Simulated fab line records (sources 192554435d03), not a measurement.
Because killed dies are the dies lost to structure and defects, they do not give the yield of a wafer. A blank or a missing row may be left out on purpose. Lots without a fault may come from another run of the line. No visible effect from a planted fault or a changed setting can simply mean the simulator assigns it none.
Lot-split experiment || flow n5 finfet || route with 1938 steps; 7 lots, 39 wafers read

== THE SPLIT ==
At N5_PASSIVATION_PASS_ETCH_47 (etches SiNx in CF4/O2, target depth 770 nm, time 385 s), the setting time s was moved away from the recipe's 385 s on 15 of the 39 wafers read, by -57.6% to +59.1%. All remaining wafers had this setting at the recipe value.

Reading taken at the split's own step.

== THE READING ==
etch.depth nm (the simulator's own value, which no gauge read), in nm, at N5_PASSIVATION_PASS_ETCH_47 (etches SiNx in CF4/O2, target depth 770 nm, time 385 s). No usual value for it is given in the file. Average 770.4 nm, standard deviation 13 nm, over the 24 wafers here run with the recipe.

{"wafer": "L075.1", "tool, chamber at the split": "rie diel-04, 2", "time s as run, s": 163.4, "against the recipe": "-57.6%", "etch.depth nm, nm": 334, "against lot-mates on the recipe": -441.9}
{"wafer": "L075.2", "tool, chamber at the split": "rie diel-04, 3", "time s as run, s": 163.4, "against the recipe": "-57.6%", "etch.depth nm, nm": 316.9, "against lot-mates on the recipe": -459.0}
{"wafer": "L075.3", "tool, chamber at the split": "rie diel-04, 1", "time s as run, s": 163.4, "against the recipe": "-57.6%", "etch.depth nm, nm": 327, "against lot-mates on the recipe": -448.9}
{"wafer": "L075.4", "tool, chamber at the split": "rie diel-04, 0", "time s as run, s": 385, "against the recipe": "recipe", "etch.depth nm, nm": 781.8, "against lot-mates on the recipe": "-"}
{"wafer": "L075.5", "tool, chamber at the split": "rie diel-04, 2", "time s as run, s": 385, "against the recipe": "recipe", "etch.depth nm, nm": 783, "against lot-mates on the recipe": "-"}
{"wafer": "L075.6", "tool, chamber at the split": "rie diel-04, 1", "time s as run, s": 385, "against the recipe": "recipe", "etch.depth nm, nm": 762.9, "against lot-mates on the recipe": "-"}
{"wafer": "L079.1", "tool, chamber at the split": "rie diel-03, 1", "time s as run, s": 612.5, "against the recipe": "+59.1%", "etch.depth nm, nm": 1204, "against lot-mates on the recipe": "+429.7"}
{"wafer": "L079.2", "tool, chamber at the split": "rie diel-03, 0", "time s as run, s": 385, "against the recipe": "recipe", "etch.depth nm, nm": 778.8, "against lot-mates on the recipe": "-"}
{"wafer": "L079.3", "tool, chamber at the split": "rie diel-03, 3", "time s as run, s": 612.5, "against the recipe": "+59.1%", "etch.depth nm, nm": 1208, "against lot-mates on the recipe": "+433.7"}
{"wafer": "L079.4", "tool, chamber at the split": "rie diel-03, 2", "time s as run, s": 612.5, "against the recipe": "+59.1%", "etch.depth nm, nm": 1210, "against lot-mates on the recipe": "+435.7"}
{"wafer": "L079.5", "tool, chamber at the split": "rie diel-03, 0", "time s as run, s": 385, "against the recipe": "recipe", "etch.depth nm, nm": 788.4, "against lot-mates on the recipe": "-"}
{"wafer": "L079.6", "tool, chamber at the split": "rie diel-03, 1", "time s as run, s": 385, "against the recipe": "recipe", "etch.depth nm, nm": 755.8, "against lot-mates on the recipe": "-"}
{"wafer": "L080.1", "tool, chamber at the split": "rie diel-02, 1", "time s as run, s": 215, "against the recipe": "-44.2%", "etch.depth nm, nm": 430.5, "against lot-mates on the recipe": -346.3}
{"wafer": "L080.2", "tool, chamber at the split": "rie diel-02, 2", "time s as run, s": 385, "against the recipe": "recipe", "etch.depth nm, nm": 779.4, "against lot-mates on the recipe": "-"}
{"wafer": "L080.3", "tool, chamber at the split": "rie diel-02, 3", "time s as run, s": 385, "against the recipe": "recipe", "etch.depth nm, nm": 779.9, "against lot-mates on the recipe": "-"}
{"wafer": "L080.4", "tool, chamber at the split": "rie diel-02, 1", "time s as run, s": 385, "against the recipe": "recipe", "etch.depth nm, nm": 771.2, "against lot-mates on the recipe": "-"}
{"wafer": "L080.5", "tool, chamber at the split": "rie diel-02, 3", "time s as run, s": 215, "against the recipe": "-44.2%", "etch.depth nm, nm": 432.5, "against lot-mates on the recipe": -344.3}
{"wafer": "L080.6", "tool, chamber at the split": "rie diel-02, 2", "time s as run, s": 215, "against the recipe": "-44.2%", "etch.depth nm, nm": 434.2, "against lot-mates on the recipe": -342.6}
{"wafer": "L085.1", "tool, chamber at the split": "rie diel-03, 2", "time s as run, s": 385, "against the recipe": "recipe", "etch.depth nm, nm": 760.1, "against lot-mates on the recipe": "-"}
{"wafer": "L085.2", "tool, chamber at the split": "rie diel-03, 0", "time s as run, s": 385, "against the recipe": "recipe", "etch.depth nm, nm": 775.1, "against lot-mates on the recipe": "-"}
{"wafer": "L085.4", "tool, chamber at the split": "rie diel-03, 3", "time s as run, s": 385, "against the recipe": "recipe", "etch.depth nm, nm": 751.6, "against lot-mates on the recipe": "-"}
{"wafer": "L089.1", "tool, chamber at the split": "rie diel-04, 1", "time s as run, s": 385, "against the recipe": "recipe", "etch.depth nm, nm": 795.1, "against lot-mates on the recipe": "-"}
{"wafer": "L089.2", "tool, chamber at the split": "rie diel-04, 0", "time s as run, s": 178.8, "against the recipe": "-53.6%", "etch.depth nm, nm": 363.8, "against lot-mates on the recipe": -413.3}
{"wafer": "L089.3", "tool, chamber at the split": "rie diel-04, 2", "time s as run, s": 178.8, "against the recipe": "-53.6%", "etch.depth nm, nm": 367.2, "against lot-mates on the recipe": -409.9}
{"wafer": "L089.4", "tool, chamber at the split": "rie diel-04, 3", "time s as run, s": 385, "against the recipe": "recipe", "etch.depth nm, nm": 755.1, "against lot-mates on the recipe": "-"}
{"wafer": "L089.5", "tool, chamber at the split": "rie diel-04, 1", "time s as run, s": 178.8, "against the recipe": "-53.6%", "etch.depth nm, nm": 367.8, "against lot-mates on the recipe": -409.3}
{"wafer": "L089.6", "tool, chamber at the split": "rie diel-04, 0", "time s as run, s": 385, "against the recipe": "recipe", "etch.depth nm, nm": 781.1, "against lot-mates on the recipe": "-"}
{"wafer": "L090.1", "tool, chamber at the split": "rie diel-03, 0", "time s as run, s": 385, "against the recipe": "recipe", "etch.depth nm, nm": 781.7, "against lot-mates on the recipe": "-"}
{"wafer": "L090.2", "tool, chamber at the split": "rie diel-03, 3", "time s as run, s": 385, "against the recipe": "recipe", "etch.depth nm, nm": 754, "against lot-mates on the recipe": "-"}
{"wafer": "L090.3", "tool, chamber at the split": "rie diel-03, 1", "time s as run, s": 385, "against the recipe": "recipe", "etch.depth nm, nm": 759.8, "against lot-mates on the recipe": "-"}
{"wafer": "L090.4", "tool, chamber at the split": "rie diel-03, 2", "time s as run, s": 385, "against the recipe": "recipe", "etch.depth nm, nm": 766.6, "against lot-mates on the recipe": "-"}
{"wafer": "L090.5", "tool, chamber at the split": "rie diel-03, 0", "time s as run, s": 385, "against the recipe": "recipe", "etch.depth nm, nm": 785.4, "against lot-mates on the recipe": "-"}
{"wafer": "L090.6", "tool, chamber at the split": "rie diel-03, 3", "time s as run, s": 385, "against the recipe": "recipe", "etch.depth nm, nm": 763, "against lot-mates on the recipe": "-"}
{"wafer": "L097.1", "tool, chamber at the split": "rie diel-03, 2", "time s as run, s": 385, "against the recipe": "recipe", "etch.depth nm, nm": 753.9, "against lot-mates on the recipe": "-"}
{"wafer": "L097.2", "tool, chamber at the split": "rie diel-03, 0", "time s as run, s": 385, "against the recipe": "recipe", "etch.depth nm, nm": 775.5, "against lot-mates on the recipe": "-"}
{"wafer": "L097.3", "tool, chamber at the split": "rie diel-03, 1", "time s as run, s": 304.7, "against the recipe": "-20.9%", "etch.depth nm, nm": 598.8, "against lot-mates on the recipe": -161.0}
{"wafer": "L097.4", "tool, chamber at the split": "rie diel-03, 1", "time s as run, s": 304.7, "against the recipe": "-20.9%", "etch.depth nm, nm": 594.8, "against lot-mates on the recipe": -165.0}
{"wafer": "L097.5", "tool, chamber at the split": "rie diel-03, 0", "time s as run, s": 304.7, "against the recipe": "-20.9%", "etch.depth nm, nm": 613.1, "against lot-mates on the recipe": -146.7}
{"wafer": "L097.6", "tool, chamber at the split": "rie diel-03, 2", "time s as run, s": 385, "against the recipe": "recipe", "etch.depth nm, nm": 749.9, "against lot-mates on the recipe": "-"}

THE FIT
A straight line over all 39 wafers: etch.depth nm changes by +7.56 nm for each +1% of time s; r = +1.00; the points scatter about the line by 12 nm.
The same after taking each lot's own level away (the mean of its wafers on the recipe; 39 wafers): +7.6 nm for each +1%; r = +1.00; scatter 11 nm.
That fit puts the effect of the largest move of time s on the reading at 4.5e+02 nm.
Across the lots, their own levels run from 759.77 to 777.10 nm, a range of 1.3 times the standard deviation given above.
The two slopes agree, so the slope changes little with the lot-to-lot level.
Check: with one of the wafers moved furthest among these (+59.1%) left out of the fit, the line predicts +449 nm for it against its lot-mates. Against them it came out at +430 nm.

== OTHER SPLITS APPLIED TO THESE WAFERS ==
These wafers also went through other splits before the reading. Each is held against what the fit with the lots' levels taken away leaves over:
{"other split on the same wafers": "N5_MIM_TOP_LITHO_DEVELOP_07 develop time s", "wafers away from the commonest value": 12, "r with etch.depth nm (lot level and that fit taken away)": "+0.04"}

== THE FILE'S OWN FIT ==
etch.depth nm changes by +7.63 nm for each +1% of time s, r = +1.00.
